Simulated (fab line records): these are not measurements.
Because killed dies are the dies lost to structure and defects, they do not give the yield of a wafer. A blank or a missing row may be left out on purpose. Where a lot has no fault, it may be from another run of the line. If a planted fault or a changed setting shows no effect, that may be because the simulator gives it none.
Which tool was responsible?    flow n5Finfet    24 lots with 72 wafers sampled at 6 steps, on a route of 1938 steps

## WHAT THE GAUGES SHOWED, per wafer
Not one reading of a measure or inspect step in the record can be checked against a usual standard deviation.

## EACH LOT AND THE TOOL THAT RAN IT (in order: tool; ch and the chambers of the sampled wafers; start)
lot   N5_BEOL_M4_DEGAS_44          N5_BEOL_M4_SURFACE_TREAT_85  N5_BEOL_M4_ANNEAL_82         N5_BEOL_M4_ANNEAL_89         N5_BEOL_M4_ANNEAL_51             N5_BEOL_M5_ETCH_68
L074  pvdSputter-02, day 7 16:47   pvdSputter-02, day 7 17:26   pvdSputter-02, day 7 18:11   pvdSputter-02, day 7 18:38   rtpAnneal-02 ch 0, day 7 19:41   rieDiel-03 ch 1,2,3, day 8 01:29
L075  pvdSputter-02, day 7 20:52   pvdSputter-02, day 7 21:16   pvdSputter-01, day 7 22:17   pvdSputter-01, day 7 22:46   rtpAnneal-02 ch 0, day 7 23:50   rieDiel-03 ch 0,1,2, day 8 09:52
L076  pvdSputter-01, day 7 20:56   pvdSputter-02, day 7 21:19   pvdSputter-02, day 7 22:16   pvdSputter-02, day 7 22:43   rtpAnneal-01 ch 0, day 7 23:48   rieDiel-03 ch 1,2,3, day 8 05:58
L078  pvdSputter-01, day 8 19:58   pvdSputter-02, day 8 21:18   pvdSputter-02, day 8 22:04   pvdSputter-02, day 8 22:30   rtpAnneal-02 ch 0, day 8 23:47   rieDiel-03 ch 0,3, day 9 05:42
L077  pvdSputter-01, day 8 22:33   pvdSputter-01, day 8 22:58   pvdSputter-03, day 8 23:44   pvdSputter-03, day 9 00:10   rtpAnneal-01 ch 0, day 9 01:15   rieDiel-02 ch 0,2,3, day 9 07:26
L079  pvdSputter-01, day 8 23:43   pvdSputter-02, day 9 00:05   pvdSputter-01, day 9 00:50   pvdSputter-01, day 9 01:17   rtpAnneal-01 ch 0, day 9 02:19   rieDiel-03 ch 3, day 9 08:30
L080  pvdSputter-01, day 9 15:12   pvdSputter-02, day 9 15:35   pvdSputter-03, day 9 16:24   pvdSputter-03, day 9 16:50   rtpAnneal-01 ch 0, day 9 17:58   rieDiel-02 ch 1,2, day 10 00:01
L081  pvdSputter-03, day 9 18:41   pvdSputter-01, day 9 19:03   pvdSputter-03, day 9 19:56   pvdSputter-03, day 9 20:23   rtpAnneal-02 ch 0, day 9 21:23   rieDiel-03 ch 0,1,2, day 10 01:52
L083  pvdSputter-03, day 9 18:46   pvdSputter-03, day 9 19:05   pvdSputter-01, day 9 21:28   pvdSputter-01, day 9 21:55   rtpAnneal-01 ch 0, day 9 22:55   rieDiel-05 ch 0,1, day 10 07:23
L082  pvdSputter-02, day 10 00:07  pvdSputter-02, day 10 00:30  pvdSputter-02, day 10 01:17  pvdSputter-02, day 10 01:43  rtpAnneal-02 ch 0, day 10 02:43  rieDiel-02 ch 1,2, day 10 09:37
L084  pvdSputter-03, day 10 07:49  pvdSputter-03, day 10 08:13  pvdSputter-03, day 10 09:01  pvdSputter-03, day 10 09:27  rtpAnneal-01 ch 0, day 10 10:32  rieDiel-05 ch 1,3, day 10 19:35
L085  pvdSputter-03, day 10 11:03  pvdSputter-01, day 10 11:22  pvdSputter-01, day 10 12:10  pvdSputter-01, day 10 12:36  rtpAnneal-01 ch 0, day 10 13:35  rieDiel-03 ch 1,2,3, day 10 19:03
L086  pvdSputter-01, day 11 01:50  pvdSputter-03, day 11 02:32  pvdSputter-02, day 11 04:57  pvdSputter-02, day 11 05:23  rtpAnneal-02 ch 0, day 11 06:26  rieDiel-03 ch 2,3, day 11 11:45
L088  pvdSputter-01, day 11 02:00  pvdSputter-03, day 11 02:35  pvdSputter-03, day 11 04:59  pvdSputter-03, day 11 05:25  rtpAnneal-01 ch 0, day 11 06:28  rieDiel-03 ch 2,3, day 11 12:19
L087  pvdSputter-01, day 11 09:53  pvdSputter-03, day 11 10:29  pvdSputter-02, day 11 11:20  pvdSputter-02, day 11 11:46  rtpAnneal-01 ch 0, day 11 12:46  rieDiel-03 ch 0,1,3, day 11 22:02
L090  pvdSputter-03, day 11 18:26  pvdSputter-02, day 11 18:51  pvdSputter-02, day 11 19:41  pvdSputter-02, day 11 20:08  rtpAnneal-01 ch 0, day 11 21:13  rieDiel-02 ch 1,2, day 12 03:48
L089  pvdSputter-01, day 11 19:39  pvdSputter-01, day 11 20:40  pvdSputter-01, day 11 21:32  pvdSputter-01, day 11 21:59  rtpAnneal-01 ch 0, day 11 23:14  rieDiel-03 ch 0,1, day 12 04:58
L092  pvdSputter-01, day 11 19:44  pvdSputter-01, day 11 20:42  pvdSputter-02, day 11 21:32  pvdSputter-02, day 11 21:58  rtpAnneal-02 ch 0, day 11 23:04  rieDiel-02 ch 0,3, day 12 05:11
L091  pvdSputter-01, day 11 23:13  pvdSputter-02, day 11 23:35  pvdSputter-01, day 12 00:35  pvdSputter-01, day 12 01:02  rtpAnneal-01 ch 0, day 12 02:02  rieDiel-03 ch 0,1, day 12 10:56
L093  pvdSputter-03, day 12 13:32  pvdSputter-02, day 12 13:56  pvdSputter-02, day 12 14:42  pvdSputter-02, day 12 15:08  rtpAnneal-02 ch 0, day 12 16:15  rieDiel-05 ch 2,3, day 13 02:01
L095  pvdSputter-03, day 12 22:34  pvdSputter-01, day 12 22:55  pvdSputter-03, day 12 23:50  pvdSputter-03, day 13 00:16  rtpAnneal-01 ch 0, day 13 01:16  rieDiel-03 ch 0,1,3, day 13 06:28
L094  pvdSputter-03, day 13 02:02  pvdSputter-01, day 13 02:21  pvdSputter-02, day 13 03:08  pvdSputter-02, day 13 03:34  rtpAnneal-01 ch 0, day 13 04:40  rieDiel-03 ch 1,2,3, day 13 10:19
L096  pvdSputter-02, day 13 14:31  pvdSputter-02, day 13 14:55  pvdSputter-03, day 13 15:55  pvdSputter-03, day 13 16:22  rtpAnneal-02 ch 0, day 13 17:21  rieDiel-05 ch 0,2,3, day 14 00:19
L097  pvdSputter-02, day 13 14:38  pvdSputter-03, day 13 15:02  pvdSputter-02, day 13 16:01  pvdSputter-02, day 13 16:28  rtpAnneal-01 ch 0, day 13 17:27  rieDiel-02 ch 0,2, day 13 22:54
- N5_BEOL_M4_DEGAS_44: time 60 s.
- N5_BEOL_M4_SURFACE_TREAT_85
- N5_BEOL_M4_ANNEAL_82: time 240 s.
- N5_BEOL_M4_ANNEAL_89: time 240 s.
- N5_BEOL_M4_ANNEAL_51: time 90 s.
- N5_BEOL_M5_ETCH_68: etches SOC in N2/H2, target depth 80 nm, overetch 16 nm, time 120 s.

## AS READ BY THE TOOLS THEMSELVES (means over the sampled wafers that have a number; for cases with no such wafer, the mark the record gives instead)
N5_BEOL_M4_DEGAS_44.
lot   tool           heaterPowerW (W)
L074  pvdSputter-02  332
L075  pvdSputter-02  319
L076  pvdSputter-01  292
L078  pvdSputter-01  305
L077  pvdSputter-01  323
L079  pvdSputter-01  318
L080  pvdSputter-01  309
L081  pvdSputter-03  343
L083  pvdSputter-03  327
L082  pvdSputter-02  325
L084  pvdSputter-03  341
L085  pvdSputter-03  339
L086  pvdSputter-01  307
L088  pvdSputter-01  295
L087  pvdSputter-01  300
L090  pvdSputter-03  335
L089  pvdSputter-01  308
L092  pvdSputter-01  321
L091  pvdSputter-01  329
L093  pvdSputter-03  336
L095  pvdSputter-03  341
L094  pvdSputter-03  339
L096  pvdSputter-02  332
L097  pvdSputter-02  317

N5_BEOL_M4_ANNEAL_82.
lot   tool           heaterPowerW (W)
L074  pvdSputter-02  796
L075  pvdSputter-01  744
L076  pvdSputter-02  847
L078  pvdSputter-02  803
L077  pvdSputter-03  837
L079  pvdSputter-01  779
L080  pvdSputter-03  826
L081  pvdSputter-03  846
L083  pvdSputter-01  809
L082  pvdSputter-02  798
L084  pvdSputter-03  851
L085  pvdSputter-01  785
L086  pvdSputter-02  793
L088  pvdSputter-03  834
L087  pvdSputter-02  811
L090  pvdSputter-02  814
L089  pvdSputter-01  777
L092  pvdSputter-02  818
L091  pvdSputter-01  754
L093  pvdSputter-02  837
L095  pvdSputter-03  831
L094  pvdSputter-02  818
L096  pvdSputter-03  842
L097  pvdSputter-02  776

N5_BEOL_M4_ANNEAL_89.
lot   tool           heaterPowerW (W)
L074  pvdSputter-02  789
L075  pvdSputter-01  742
L076  pvdSputter-02  840
L078  pvdSputter-02  785
L077  pvdSputter-03  844
L079  pvdSputter-01  776
L080  pvdSputter-03  818
L081  pvdSputter-03  852
L083  pvdSputter-01  802
L082  pvdSputter-02  786
L084  pvdSputter-03  867
L085  pvdSputter-01  762
L086  pvdSputter-02  797
L088  pvdSputter-03  842
L087  pvdSputter-02  819
L090  pvdSputter-02  819
L089  pvdSputter-01  777
L092  pvdSputter-02  821
L091  pvdSputter-01  759
L093  pvdSputter-02  836
L095  pvdSputter-03  842
L094  pvdSputter-02  827
L096  pvdSputter-03  857
L097  pvdSputter-02  790

N5_BEOL_M4_ANNEAL_51.
lot   tool          annealTempC (C)  wafer_temp_C_max
L074  rtpAnneal-02  224.93           225.72
L075  rtpAnneal-02  225.24           225.86
L076  rtpAnneal-01  224.88           225.68
L078  rtpAnneal-02  225.02           225.47
L077  rtpAnneal-01  225.11           225.95
L079  rtpAnneal-01  224.94           225.95
L080  rtpAnneal-01  224.78           225.94
L081  rtpAnneal-02  225.13           225.82
L083  rtpAnneal-01  225.12           225.83
L082  rtpAnneal-02  225.08           225.65
L084  rtpAnneal-01  224.91           225.95
L085  rtpAnneal-01  225.07           226.11
L086  rtpAnneal-02  224.97           225.81
L088  rtpAnneal-01  224.91           226.00
L087  rtpAnneal-01  224.91           226.15
L090  rtpAnneal-01  224.89           225.63
L089  rtpAnneal-01  224.85           225.75
L092  rtpAnneal-02  225.19           225.76
L091  rtpAnneal-01  224.78           225.80
L093  rtpAnneal-02  225.00           225.97
L095  rtpAnneal-01  224.66           225.92
L094  rtpAnneal-01  225.04           226.08
L096  rtpAnneal-02  225.16           225.63
L097  rtpAnneal-01  224.90           225.84

N5_BEOL_M5_ETCH_68.
lot   tool        biasW (W)  drypumpMotorCurrentA (A)  oesProductAu (a.u.)  rfFwdPowerW (W)  rfVppV (V)  showerheadPlenumPTorr (Torr)  throttleValvePct (%)
L074  rieDiel-03  149.8      5.7                       0.62                 835.2            525.4       2.60                          17.69
L075  rieDiel-03  150.0      5.3                       0.63                 837.8            524.4       2.56                          17.74
L076  rieDiel-03  150.3      5.7                       0.62                 834.9            525.2       2.60                          17.69
L078  rieDiel-03  150.4      5.7                       0.63                 838.7            522.4       2.50                          17.75
L077  rieDiel-02  150.0      5.8                       0.59                 836.8            522.3       2.53                          17.85
L079  rieDiel-03  150.6      6.6                       0.62                 835.7            524.3       2.57                          17.68
L080  rieDiel-02  150.2      6.2                       0.57                 834.8            522.4       2.50                          17.83
L081  rieDiel-03  150.3      5.3                       0.61                 837.2            523.2       2.56                          17.76
L083  rieDiel-05  149.4      5.7                       0.55                 837.3            525.2       2.57                          17.68
L082  rieDiel-02  149.9      5.9                       0.59                 836.5            521.6       2.47                          17.82
L084  rieDiel-05  150.2      5.9                       0.57                 837.8            524.9       2.57                          17.77
L085  rieDiel-03  150.3      5.7                       0.60                 834.3            526.5       2.59                          17.72
L086  rieDiel-03  150.3      6.4                       0.58                 837.2            525.2       2.57                          17.74
L088  rieDiel-03  149.8      6.3                       0.58                 834.3            524.6       2.57                          17.74
L087  rieDiel-03  150.4      5.6                       0.62                 835.2            524.0       2.54                          17.73
L090  rieDiel-02  150.4      6.0                       0.58                 836.4            522.5       2.47                          17.84
L089  rieDiel-03  150.2      5.1                       0.63                 835.6            522.6       2.51                          17.79
L092  rieDiel-02  149.8      5.4                       0.62                 838.0            522.2       2.52                          17.75
L091  rieDiel-03  149.7      5.0                       0.64                 835.4            522.9       2.55                          17.71
L093  rieDiel-05  149.5      6.2                       0.60                 835.0            523.2       2.49                          17.97
L095  rieDiel-03  150.2      5.6                       0.61                 837.3            524.1       2.53                          17.74
L094  rieDiel-03  150.0      5.7                       0.65                 839.1            525.0       2.58                          17.60
L096  rieDiel-05  149.8      6.0                       0.63                 835.2            521.9       2.49                          17.75
L097  rieDiel-02  150.4      6.1                       0.57                 835.0            522.4       2.50                          17.78

## THE ANSWER, worked out from the rows above alone
Rule: the usual values come from the lots themselves. The widest of any qualifying gaps counts: lots, ordered by their means at a reading, are off when they make up no more than a third of the lots, leave a main group of 4 or more, and stand apart from it by 3 or more times the standard deviation of that group's means. If all means in a main group match to the digits the tables above print for the reading, that group is not used. Also off: a lot with no number at a reading for which 4 or more lots have one. All remaining lots with rows at the step are treated as sound. Order of review: gauges by route order, followed by the tools' own readings, for which a lot's mean as printed above is used. At the first step where some lot is off, the reading lying furthest off is the one used; lots without a number count as furthest.
No lot is off on any of the readings shown, so nothing can be concluded from this.

## WHAT WAS PUT IN BY THE SIMULATOR
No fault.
